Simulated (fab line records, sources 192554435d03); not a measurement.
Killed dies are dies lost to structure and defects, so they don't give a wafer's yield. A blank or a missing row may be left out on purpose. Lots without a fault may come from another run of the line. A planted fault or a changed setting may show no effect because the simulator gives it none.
fab line records | flow n5_finfet | part 1 of 2: steps 1 to 4 of 6
record lots=20 wafers=60 last_day=18
route steps=1938 shown BEOL_M10@1490 BEOL_M11@1556
lots that met no fault: from a run of the same line without faults
start_h: hours from the record's first day to the start of the lot's first wafer shown | wait_h: hours since the lot's step before | " the same as in the row above | L1.1+2: a row that stands for several wafers | - no value, or no start given | * or withheld: withheld | < > ~ a bound
route shown NAME@n: a module of which the file shows steps, and the number in the route of the first | usual: mean/standard deviation of fault-free wafers | same: alike in all rows | chamber/n: place in a boat | sites: the reading at each site | _std_site: their standard deviation | _edge_site: outer sites' mean less inner sites' | radius_mm: how far each site lies from the wafer's centre | mask NAME#n: copy n | behind: the tool/chamber that last shaped the wafer | hold: why the lot was held/for how many hours/how that ended | device: the transistor (n, p or np) that didn't switch | end of line: the same wafers' tests at the end of the route | a step without rows: its recipe alone | killed: dies lost to structure and defects at the first sort, not the wafer's yield | map: a wafer's dies, x killed, . not, _ none there
set.NAME: the setting as run; set.NAME@STEP: as run at that earlier step | model.NAME: the simulator's own value behind a step, which no gauge read
steps of the route over a sample of lots; a table a step, a row a wafer
services: from which hour (start_h, from the record's first day; less than 0 if before it) a tool's chamber was out of use, for how many hours, and why
## steps
# step N5_BEOL_M10_STRIP_67
# recipe chemistry=CF4 resist=SiARC power_w=300 bias_power_w=75 pressure_mtorr=50 cf4_flow_sccm=150 rf_frequency_hz=6e+07
# usual drypump_motor_current_A=5.8/0.53 oes_product_au=0.80/0.082 rf_vpp_V=272.0/1.3 showerhead_plenum_p_Torr=1.83/0.058 throttle_valve_pct=13.51/0.22
# columns lot.wafer tool chamber start_h wait_h drypump_motor_current_A oes_product_au rf_hours_counter_h rf_vpp_V showerhead_plenum_p_Torr throttle_valve_pct
L074.1 rie_diel-06 2 230.94 0.0 6.3 0.98 3 272.8 1.76 13.16
L074.3 " 3 " " 5.4 0.91 21 273.7 1.90 13.36
L074.6 " 0 " " 5.7 0.68 - 271.3 1.85 13.72
L075.1 rie_diel-03 2 242.24 0.0 5.0 0.79 96 271.2 1.81 13.76
L075.3 " 3 " " 6.0 0.78 124 270.2 1.71 13.56
L075.4 " 1 " " 5.5 0.70 205 271.4 1.86 13.76
L079.1 rie_diel-01 1 252.90 0.0 5.8 0.95 10 275.0 1.92 13.13
L079.3 " 3 " " 6.6 0.90 18 271.8 1.84 13.32
L079.4 " 0 " " 6.3 0.75 145 272.2 1.85 13.48
L077.1 rie_diel-01 2 253.36 0.0 5.2 0.81 87 273.0 1.89 13.43
L077.3 " 3 " " 6.6 0.89 18 272.1 1.84 13.30
L077.6 " 1 " " 5.7 0.95 - 273.4 1.92 13.13
L078.2 rie_diel-06 0 253.46 0.0 5.7 0.68 241 272.0 1.85 13.74
L078.4 " 2 " " 6.3 0.96 - 271.2 1.76 13.19
L078.5 " 0 " " 5.7 0.67 - 270.4 1.85 13.72
L080.2 rie_diel-06 1 268.00 0.0 6.6 0.70 234 272.0 1.83 13.69
L080.4 " 3 " " 5.4 0.91 - 273.1 1.90 13.38
L080.5 " 1 " " 6.6 0.70 - 272.8 1.83 13.71
L083.1 rie_diel-06 1 270.07 0.0 6.6 0.70 236 272.6 1.83 13.70
L083.5 " 0 " " 5.7 0.68 - 272.6 1.84 13.74
L083.6 " 1 " " 6.6 0.70 - 272.2 1.83 13.70
L081.1 rie_diel-03 1 270.24 0.0 5.5 0.69 217 273.9 1.85 13.80
L081.4 " 3 " " 6.0 0.77 134 270.9 1.71 13.57
L081.5 " 0 " " 5.2 0.84 - 271.3 1.81 13.34
L084.2 rie_diel-01 1 280.28 0.0 5.8 0.92 22 273.9 1.91 13.14
L084.3 " 0 " " 6.4 0.74 158 272.3 1.85 13.52
L084.5 " 1 " " 5.7 0.92 - 273.5 1.91 13.16
L085.3 rie_diel-01 2 286.73 0.0 5.2 0.79 101 273.9 1.89 13.47
L085.5 " 3 " " 6.5 0.87 - 271.9 1.84 13.34
L085.6 " 2 " " 5.2 0.79 - 271.4 1.89 13.48
L087.2 rie_diel-03 3 308.92 0.0 6.0 0.76 149 269.8 1.71 13.60
L087.3 " 1 " " 5.5 0.68 233 273.1 1.85 13.85
L087.5 " 2 " " 5.0 0.77 - 271.4 1.80 13.82
L086.1 rie_diel-01 1 308.95 0.0 5.7 0.90 33 274.1 1.91 13.20
L086.3 " 2 " " 5.2 0.78 109 271.7 1.88 13.46
L086.4 " 3 " " 6.5 0.86 40 272.4 1.83 13.35
L088.1 rie_diel-06 2 319.25 0.0 6.3 0.90 31 271.3 1.75 13.23
L088.4 " 3 " " 5.4 0.87 - 274.0 1.89 13.41
L088.5 " 2 " " 6.3 0.91 - 271.7 1.75 13.21
L090.1 rie_diel-03 0 328.75 0.0 5.2 0.82 84 271.2 1.81 13.41
L090.3 " 1 " " 5.4 0.68 239 273.8 1.85 13.83
L090.5 " 0 " " 5.2 0.82 - 270.3 1.81 13.39
L093.3 rie_diel-01 2 337.29 0.0 5.2 0.78 117 272.2 1.88 13.50
L093.4 " 0 " " 6.3 0.72 177 271.6 1.84 13.57
L093.6 " 0 " " 6.3 0.72 - 272.2 1.84 13.57
L092.3 rie_diel-01 2 348.24 0.0 5.2 0.78 122 273.1 1.88 13.51
L092.4 " 3 " " 6.6 0.83 54 272.1 1.83 13.39
L092.6 " 1 " " 5.7 0.88 - 273.8 1.90 13.22
L094.1 rie_diel-03 0 358.73 0.0 5.2 0.81 94 271.1 1.81 13.41
L094.5 " 3 " " 6.0 0.74 - 270.2 1.70 13.67
L094.6 " 2 " " 5.0 0.75 - 270.1 1.80 13.86
L095.2 rie_diel-01 1 367.27 0.0 5.8 0.87 52 273.1 1.90 13.24
L095.4 " 3 " " 6.6 0.82 61 272.7 1.83 13.42
L095.6 " 0 " " 6.3 0.71 - 272.0 1.84 13.58
L096.1 rie_diel-01 3 367.97 0.0 6.5 0.82 61 270.9 1.83 13.41
L096.5 " 1 " " 5.8 0.86 - 272.4 1.90 13.23
L096.6 " 2 " " 5.2 0.77 - 272.0 1.88 13.51
L097.1 rie_diel-03 2 371.12 0.0 5.0 0.74 147 271.5 1.79 13.88
L097.2 " 0 " " 5.2 0.80 99 269.8 1.80 13.44
L097.3 " 3 " " 5.9 0.74 172 269.5 1.70 13.68
# step N5_BEOL_M10_VIA_ETCH_34
# recipe chemistry=C4F6/O2 target=SiCOH_lowk target_depth_a=1845 mask_material=SOC taper_deg=4 time_s=69.2 ion_energy_ev=250 pressure_mtorr=30 source_w=345 bias_w=185 Ar_flow_sccm=300 C4F6_flow_sccm=10 O2_flow_sccm=10
# usual drypump_motor_current_A=5.8/0.54 oes_product_au=0.82/0.087 rf_vpp_V=665/13 showerhead_plenum_p_Torr=2.90/0.081 throttle_valve_pct=20.83/0.24
# columns lot.wafer tool chamber start_h wait_h drypump_motor_current_A oes_product_au rf_hours_counter_h rf_vpp_V showerhead_plenum_p_Torr throttle_valve_pct
L074.1 rie_diel-01 3 231.87 0.0 6.6 0.94 9 676 2.89 20.56
L074.3 " 0 " " 6.3 0.75 135 667 2.97 20.78
L074.6 " 2 " " 5.2 0.84 - 669 3.00 20.75
L075.1 rie_diel-03 3 244.62 0.0 5.9 0.79 125 659 2.76 21.06
L075.3 " 1 " " 5.5 0.70 206 663 2.91 20.84
L075.4 " 2 " " 5.0 0.80 96 650 2.90 21.30
L079.1 rie_diel-03 2 254.15 0.0 5.0 0.79 101 652 2.90 21.32
L079.3 " 0 " " 5.2 0.85 58 673 2.86 20.58
L079.4 " 1 " " 5.5 0.70 210 663 2.91 20.84
L077.1 rie_diel-06 1 254.36 0.0 6.6 0.70 228 689 2.92 20.93
L077.3 " 0 " " 5.7 0.68 241 688 2.93 21.01
L077.6 " 1 " " 6.6 0.70 - 689 2.92 20.93
L078.2 rie_diel-03 2 254.75 0.0 5.0 0.80 102 652 2.89 21.30
L078.4 " 0 " " 5.2 0.85 59 673 2.86 20.56
L078.5 " 3 " " 5.9 0.79 - 658 2.76 21.08
L080.2 rie_diel-06 3 271.52 0.0 5.4 0.89 28 656 3.01 20.76
L080.4 " 0 " " 5.7 0.68 247 687 2.93 21.03
L080.5 " 3 " " 5.4 0.88 - 655 3.01 20.75
L083.1 rie_diel-01 1 272.05 0.0 5.8 0.93 18 651 3.05 20.58
L083.5 " 3 " " 6.6 0.90 - 676 2.89 20.58
L083.6 " 0 " " 6.3 0.73 - 667 2.96 20.80
L081.1 rie_diel-06 1 272.39 0.0 6.6 0.70 236 689 2.92 20.94
L081.4 " 3 " " 5.4 0.88 28 656 3.01 20.78
L081.5 " 2 " " 6.3 0.94 - 647 2.80 20.60
L084.2 rie_diel-01 3 281.09 0.0 6.6 0.89 29 676 2.88 20.58
L084.3 " 2 " " 5.2 0.80 98 669 2.99 20.77
L084.5 " 1 " " 5.8 0.92 - 651 3.05 20.59
L085.3 rie_diel-06 3 292.77 0.0 5.4 0.88 33 657 3.01 20.77
L085.5 " 1 " " 6.6 0.70 - 689 2.92 20.96
L085.6 " 2 " " 6.3 0.94 - 649 2.79 20.62
L087.2 rie_diel-01 3 310.56 0.0 6.6 0.88 41 676 2.88 20.60
L087.3 " 0 " " 6.3 0.72 169 666 2.95 20.82
L087.5 " 3 " " 6.6 0.88 - 676 2.88 20.59
L086.1 rie_diel-03 0 311.12 0.0 5.2 0.83 77 674 2.85 20.58
L086.3 " 2 " " 5.0 0.78 125 651 2.88 21.34
L086.4 " 3 " " 6.0 0.77 150 657 2.75 21.10
L088.1 rie_diel-03 0 323.31 0.0 5.2 0.82 82 672 2.85 20.59
L088.4 " 3 " " 5.9 0.77 - 658 2.75 21.12
L088.5 " 2 " " 5.0 0.77 - 651 2.88 21.35
L090.1 rie_diel-03 3 332.16 0.0 6.0 0.76 159 658 2.75 21.13
L090.3 " 1 " " 5.5 0.68 239 663 2.89 20.90
L090.5 " 0 " " 5.2 0.81 - 673 2.85 20.61
L093.3 rie_diel-01 3 338.29 0.0 6.5 0.85 50 676 2.88 20.60
L093.4 " 0 " " 6.3 0.72 178 666 2.95 20.85
L093.6 " 2 " " 5.2 0.78 - 668 2.98 20.79
L092.3 rie_diel-03 2 349.34 0.0 5.0 0.76 140 652 2.88 21.37
L092.4 " 1 " " 5.5 0.67 245 663 2.89 20.88
L092.6 " 0 " " 5.2 0.80 - 673 2.84 20.61
L094.1 rie_diel-01 1 362.21 0.0 5.8 0.89 51 650 3.04 20.64
L094.5 " 3 " " 6.6 0.84 - 675 2.87 20.60
L094.6 " 2 " " 5.2 0.77 - 667 2.97 20.82
L095.2 rie_diel-06 3 368.57 0.0 5.4 0.84 63 655 3.00 20.82
L095.4 " 2 " " 6.3 0.90 50 649 2.78 20.64
L095.6 " 0 " " 5.7 0.91 - 686 2.92 20.69
L096.1 rie_diel-03 3 371.35 0.0 5.9 0.75 173 657 2.74 21.17
L096.5 " 2 " " 5.0 0.75 - 650 2.87 21.36
L096.6 " 0 " " 5.2 0.81 - 672 2.84 20.62
L097.1 rie_diel-06 2 374.36 0.0 6.3 0.89 52 648 2.78 20.68
L097.2 " 3 " " 5.4 0.84 64 655 3.00 20.82
L097.3 " 0 " " 5.7 0.92 27 686 2.92 20.68
# step N5_BEOL_M10_ETCH_41
# recipe chemistry=CH3F/O2 target=SiCN target_depth_a=426 taper_deg=2 time_s=86 ion_energy_ev=120 mask_material=TiN pressure_mtorr=30 source_w=395 bias_w=75 Ar_flow_sccm=150 CH3F_flow_sccm=30 O2_flow_sccm=20
# usual drypump_motor_current_A=5.8/0.54 oes_product_au=0.82/0.086 rf_vpp_V=298.1/1.4 showerhead_plenum_p_Torr=2.04/0.06 throttle_valve_pct=16.23/0.24
# columns lot.wafer tool chamber start_h wait_h drypump_motor_current_A oes_product_au rf_hours_counter_h rf_vpp_V showerhead_plenum_p_Torr throttle_valve_pct
L074.1 rie_diel-01 3 - - 6.5 0.93 9 299.2 2.04 15.94
L074.3 " 0 " " 6.3 0.74 135 297.5 2.09 16.22
L074.6 " 2 " " 5.2 0.83 - 299.0 2.11 16.11
L075.1 rie_diel-03 3 - - 6.0 0.79 125 297.0 1.94 16.44
L075.3 " 1 " " 5.5 0.70 206 300.2 2.05 16.34
L075.4 " 2 " " 5.0 0.80 97 296.6 2.04 16.63
L079.1 rie_diel-03 2 - - 5.0 0.80 102 297.5 2.04 16.64
L079.3 " 0 " " 5.2 0.84 59 297.9 2.01 16.01
L079.4 " 1 " " 5.5 0.70 210 299.1 2.05 16.35
L077.1 rie_diel-06 1 - - 6.6 0.70 228 298.7 2.06 16.46
L077.3 " 0 " " 5.8 0.69 242 299.0 2.06 16.45
L077.6 " 1 " " 6.6 0.70 - 299.6 2.06 16.46
L078.2 rie_diel-03 2 - - 5.0 0.79 102 298.6 2.04 16.63
L078.4 " 0 " " 5.2 0.84 59 297.4 2.01 16.01
L078.5 " 3 " " 5.9 0.79 - 295.3 1.94 16.46
L080.2 rie_diel-06 3 - - 5.4 0.89 28 300.4 2.12 16.14
L080.4 " 0 " " 5.8 0.68 247 298.9 2.06 16.46
L080.5 " 3 " " 5.4 0.89 - 299.1 2.12 16.14
L083.1 rie_diel-01 1 - - 5.7 0.92 18 298.7 2.15 15.93
L083.5 " 3 " " 6.6 0.89 - 297.8 2.03 15.99
L083.6 " 0 " " 6.3 0.73 - 299.0 2.08 16.24
L081.1 rie_diel-06 1 - - 6.6 0.70 236 298.3 2.06 16.47
L081.4 " 3 " " 5.4 0.87 28 299.3 2.12 16.15
L081.5 " 2 " " 6.3 0.94 - 296.6 1.96 15.96
L084.2 rie_diel-01 3 - - 6.6 0.89 30 298.5 2.03 15.98
L084.3 " 2 " " 5.2 0.81 98 299.9 2.10 16.15
L084.5 " 1 " " 5.8 0.93 - 299.8 2.15 15.95
L085.3 rie_diel-06 3 - - 5.4 0.88 33 299.1 2.12 16.17
L085.5 " 1 " " 6.6 0.70 - 298.6 2.06 16.48
L085.6 " 2 " " 6.3 0.94 - 296.7 1.96 15.97
L087.2 rie_diel-01 3 - - 6.5 0.86 41 297.5 2.02 16.01
L087.3 " 0 " " 6.3 0.72 169 298.9 2.08 16.28
L087.5 " 3 " " 6.6 0.86 - 298.2 2.03 16.01
L086.1 rie_diel-03 0 - - 5.2 0.83 77 298.5 2.01 16.04
L086.3 " 2 " " 5.0 0.77 125 298.7 2.03 16.68
L086.4 " 3 " " 5.9 0.77 150 294.1 1.93 16.50
L088.1 rie_diel-03 0 - - 5.2 0.81 82 297.0 2.00 16.06
L088.4 " 3 " " 5.9 0.75 - 295.5 1.93 16.51
L088.5 " 2 " " 5.0 0.76 - 297.6 2.03 16.68
L090.1 rie_diel-03 3 - - 5.9 0.76 159 294.2 1.93 16.51
L090.3 " 1 " " 5.5 0.68 239 298.5 2.04 16.41
L090.5 " 0 " " 5.2 0.81 - 299.5 2.00 16.06
L093.3 rie_diel-01 3 - - 6.5 0.85 50 298.0 2.02 16.03
L093.4 " 0 " " 6.2 0.71 178 298.1 2.07 16.30
L093.6 " 2 " " 5.2 0.78 - 300.0 2.09 16.20
L092.3 rie_diel-03 2 - - 5.0 0.76 140 297.9 2.02 16.71
L092.4 " 1 " " 5.5 0.69 245 299.2 2.03 16.43
L092.6 " 0 " " 5.2 0.81 - 297.8 2.00 16.08
L094.1 rie_diel-01 1 - - 5.8 0.88 51 300.2 2.14 16.02
L094.5 " 3 " " 6.6 0.84 - 298.1 2.02 16.04
L094.6 " 2 " " 5.2 0.78 - 299.7 2.09 16.22
L095.2 rie_diel-06 3 - - 5.4 0.84 63 300.9 2.11 16.21
L095.4 " 2 " " 6.3 0.89 50 296.5 1.95 16.01
L095.6 " 0 " " 5.7 0.91 - 298.5 2.05 16.02
L096.1 rie_diel-03 3 - - 5.9 0.75 173 295.4 1.92 16.55
L096.5 " 2 " " 5.0 0.75 - 297.1 2.02 16.72
L096.6 " 0 " " 5.2 0.80 - 297.6 2.00 16.08
L097.1 rie_diel-06 2 - - 6.3 0.88 52 296.6 1.95 16.03
L097.2 " 3 " " 5.4 0.84 64 299.6 2.11 16.21
L097.3 " 0 " " 5.8 0.90 27 297.2 2.05 16.03
# step N5_BEOL_M10_STRIP_77
# recipe chemistry=N2/H2 time_s=10 power_w=450 temp_c=40 pressure_mtorr=20 rf_frequency_hz=6e+07 bias_power_w=7 n2_flow_sccm=200 h2_flow_sccm=200
# usual drypump_motor_current_A=5.8/0.55 oes_product_au=0.82/0.087 rf_vpp_V=59.4/0.89 showerhead_plenum_p_Torr=2.58/0.079 temp_c=40.02/0.12 throttle_valve_pct=23.5/0.33
# columns lot.wafer tool chamber start_h wait_h drypump_motor_current_A oes_product_au rf_hours_counter_h rf_vpp_V showerhead_plenum_p_Torr temp_c throttle_valve_pct
L074.1 rie_diel-01 3 - - 6.6 0.93 9 58.9 2.60 39.97 23.3
L074.3 " 0 " " 6.3 0.76 136 58.4 2.65 39.98 23.2
L074.6 " 2 " " 5.2 0.82 - 59.6 2.70 40.08 23.7
L075.1 rie_diel-03 3 - - 5.9 0.79 125 58.1 2.43 40.01 23.3
L075.3 " 1 " " 5.5 0.71 206 59.0 2.62 40.02 23.8
L075.4 " 2 " " 5.0 0.80 97 59.5 2.58 40.01 24.2
L079.1 rie_diel-03 2 - - 5.0 0.80 102 59.5 2.57 39.94 24.2
L079.3 " 0 " " 5.2 0.85 59 62.3 2.57 40.06 23.4
L079.4 " 1 " " 5.5 0.70 210 59.0 2.61 40.17 23.8
L077.1 rie_diel-06 1 - - 6.6 0.69 228 59.3 2.61 39.96 23.4
L077.3 " 0 " " 5.8 0.67 242 59.4 2.60 40.17 23.7
L077.6 " 1 " " 6.6 0.70 - 58.8 2.61 39.96 23.4
L078.2 rie_diel-03 2 - - 5.0 0.79 102 60.2 2.57 39.96 24.2
L078.4 " 0 " " 5.2 0.84 59 60.3 2.57 40.24 23.3
L078.5 " 3 " " 5.9 0.78 - 59.6 2.42 40.04 23.3
L080.2 rie_diel-06 3 - - 5.4 0.89 28 60.5 2.69 39.95 23.5
L080.4 " 0 " " 5.8 0.68 247 59.2 2.60 40.08 23.8
L080.5 " 3 " " 5.4 0.90 - 60.0 2.69 40.07 23.5
L083.1 rie_diel-01 1 - - 5.7 0.94 18 59.8 2.68 39.99 22.8
L083.5 " 3 " " 6.6 0.88 - 59.6 2.59 39.96 23.4
L083.6 " 0 " " 6.3 0.75 - 60.2 2.64 40.08 23.3
L081.1 rie_diel-06 1 - - 6.6 0.70 236 58.0 2.60 39.88 23.4
L081.4 " 3 " " 5.4 0.89 28 61.7 2.69 40.21 23.4
L081.5 " 2 " " 6.3 0.96 - 58.1 2.50 40.12 23.5
L084.2 rie_diel-01 3 - - 6.6 0.88 30 59.2 2.59 39.98 23.4
L084.3 " 2 " " 5.2 0.80 98 59.1 2.69 39.96 23.7
L084.5 " 1 " " 5.7 0.94 - 60.4 2.68 40.22 22.8
L085.3 rie_diel-06 3 - - 5.4 0.89 33 58.6 2.69 40.03 23.5
L085.5 " 1 " " 6.6 0.70 - 59.7 2.60 39.97 23.4
L085.6 " 2 " " 6.3 0.94 - 57.6 2.50 39.99 23.5
L087.2 rie_diel-01 3 - - 6.6 0.86 41 60.5 2.58 40.22 23.4
L087.3 " 0 " " 6.4 0.72 169 60.9 2.63 39.98 23.3
L087.5 " 3 " " 6.6 0.86 - 59.3 2.59 39.98 23.4
L086.1 rie_diel-03 0 - - 5.2 0.82 77 57.9 2.56 40.10 23.4
L086.3 " 2 " " 5.0 0.78 125 58.5 2.56 40.01 24.3
L086.4 " 3 " " 6.0 0.76 150 59.3 2.42 39.96 23.4
L088.1 rie_diel-03 0 - - 5.2 0.82 82 60.2 2.56 39.82 23.4
L088.4 " 3 " " 6.0 0.75 - 58.4 2.41 39.89 23.3
L088.5 " 2 " " 5.0 0.77 - 58.1 2.56 39.94 24.3
L090.1 rie_diel-03 3 - - 6.0 0.76 159 58.4 2.41 40.10 23.4
L090.3 " 1 " " 5.4 0.68 239 58.1 2.60 39.90 23.8
L090.5 " 0 " " 5.2 0.82 - 60.9 2.56 39.73 23.4
L093.3 rie_diel-01 3 - - 6.6 0.84 50 59.6 2.58 39.99 23.4
L093.4 " 0 " " 6.3 0.73 178 60.5 2.63 40.02 23.3
L093.6 " 2 " " 5.2 0.78 - 58.9 2.68 39.98 23.7
L092.3 rie_diel-03 2 - - 5.0 0.76 140 60.0 2.56 39.98 24.3
L092.4 " 1 " " 5.5 0.68 246 58.8 2.60 39.65 23.8
L092.6 " 0 " " 5.2 0.82 - 60.4 2.56 39.96 23.4
L094.1 rie_diel-01 1 - - 5.8 0.88 51 60.1 2.67 40.19 22.8
L094.5 " 3 " " 6.6 0.83 - 59.8 2.58 39.93 23.4
L094.6 " 2 " " 5.2 0.77 - 60.0 2.68 40.08 23.7
L095.2 rie_diel-06 3 - - 5.4 0.84 63 60.2 2.67 39.92 23.5
L095.4 " 2 " " 6.3 0.88 50 59.0 2.49 39.98 23.5
L095.6 " 0 " " 5.7 0.91 - 59.3 2.59 40.27 23.4
L096.1 rie_diel-03 3 - - 5.9 0.75 173 58.5 2.41 40.06 23.4
L096.5 " 2 " " 5.0 0.75 - 58.4 2.55 39.91 24.3
L096.6 " 0 " " 5.2 0.81 - 59.3 2.56 39.94 23.4
L097.1 rie_diel-06 2 - - 6.3 0.90 52 60.1 2.49 40.07 23.5
L097.2 " 3 " " 5.4 0.83 64 60.3 2.67 40.07 23.5
L097.3 " 0 " " 5.7 0.91 27 59.4 2.59 40.03 23.5
